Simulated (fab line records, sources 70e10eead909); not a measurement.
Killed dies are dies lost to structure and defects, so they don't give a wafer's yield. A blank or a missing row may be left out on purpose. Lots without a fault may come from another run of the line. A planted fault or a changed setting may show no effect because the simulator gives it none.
A struck lot beside a sound one | flow nand_harc | 14 steps out of a route of 1302
Sound: wafers L463.2, L463.5, L463.6. Struck: wafers L460.3, L460.4, L460.5. The cause comes at the end.
At each step with rows: each side's tool, then ch and its chambers, then its first start. Under that, the readings that differ: sound wafers | struck wafers | difference of the means | sigmas: that difference in standard deviations of wafers without a fault.
alike: readings whose means differ by less than 2 such deviations, and words and numbers that are the same on both sides. not compared: withheld readings, readings that some wafer has no value for, bounds like >300 that may hide the same value, and numbers for which the record gives no deviation and whose values overlap.
The two part at a step that has a row with sigmas, a row that says differs or no value, or rows on one side only. Numbers that don't overlap but have no deviation are shown without sigmas and don't part them. A reading that every wafer of one side lacks parts them only if that side has two wafers or more.

NHARC_A_M1_PRE_CLEAN_32: time 12 s.
  sound on pecvd-03 ch 0,2, day 29 09:13; struck on pecvd-04 ch 0,2, day 27 22:49
  alike: heater_power_w
NHARC_A_M1_DEP_33: deposits SiCN, target thk 30 nm.
  sound on pecvd-03 ch 0,2, day 29 09:20; struck on pecvd-04 ch 0,2, day 27 22:55
  alike: heater_power_w, showerhead_vpp_V
NHARC_A_BONDPAD_DEP_00: deposits SiCN, target thk 250 nm.
  sound on pecvd-04 ch 0,1,2, day 29 09:56; struck on pecvd-01 ch 0,1,2, day 27 23:26
  alike: heater_power_w, showerhead_vpp_V
NHARC_A_BONDPAD_CMP_29: polishes SiCN, target thk 200 nm.
  sound on cmp-02 ch 0,1,2, day 29 10:20; struck on cmp-02 ch 1,2, day 27 23:50
  alike: motor_current_A
NHARC_A_BONDPAD_THK_MEAS_30: measures by ellipsometry.
  sound on film_metro-02, day 29 10:31; struck on film_metro-02, day 28 00:05
  alike: thk_nm
then, 7 steps without rows for these wafers: NHARC_A_BONDPAD_SRD_31; NHARC_A_BONDPAD_DEHYDRATE_01 (time 120 s); NHARC_A_BONDPAD_HMDS_02 (time 30 s); NHARC_A_BONDPAD_COAT_33 (time 65 s); NHARC_A_BONDPAD_COAT_03 (resist thk 600 nm); NHARC_A_BONDPAD_SOFTBAKE_04 (time 70 s); NHARC_A_BONDPAD_EBR_05.
NHARC_A_BONDPAD_EXPOSE_06: exposes mask A BPAD.
  sound on krf_scanner-01 ch 0, day 29 10:55; struck on krf_scanner-04, day 28 00:31
  no value came back on the struck wafers for exposure_dose_mJ_cm2, focus_offset_nm (nm); on the sound wafers exposure_dose_mJ_cm2 reads 36.95 36.98 36.88
  alike: mask
then, 1 step without rows for these wafers: NHARC_A_BONDPAD_PEB_07 (peb time 80 s).

WHERE THEY PART
Only at NHARC_A_BONDPAD_EXPOSE_06, within this record.

WHY: what the simulator had put in
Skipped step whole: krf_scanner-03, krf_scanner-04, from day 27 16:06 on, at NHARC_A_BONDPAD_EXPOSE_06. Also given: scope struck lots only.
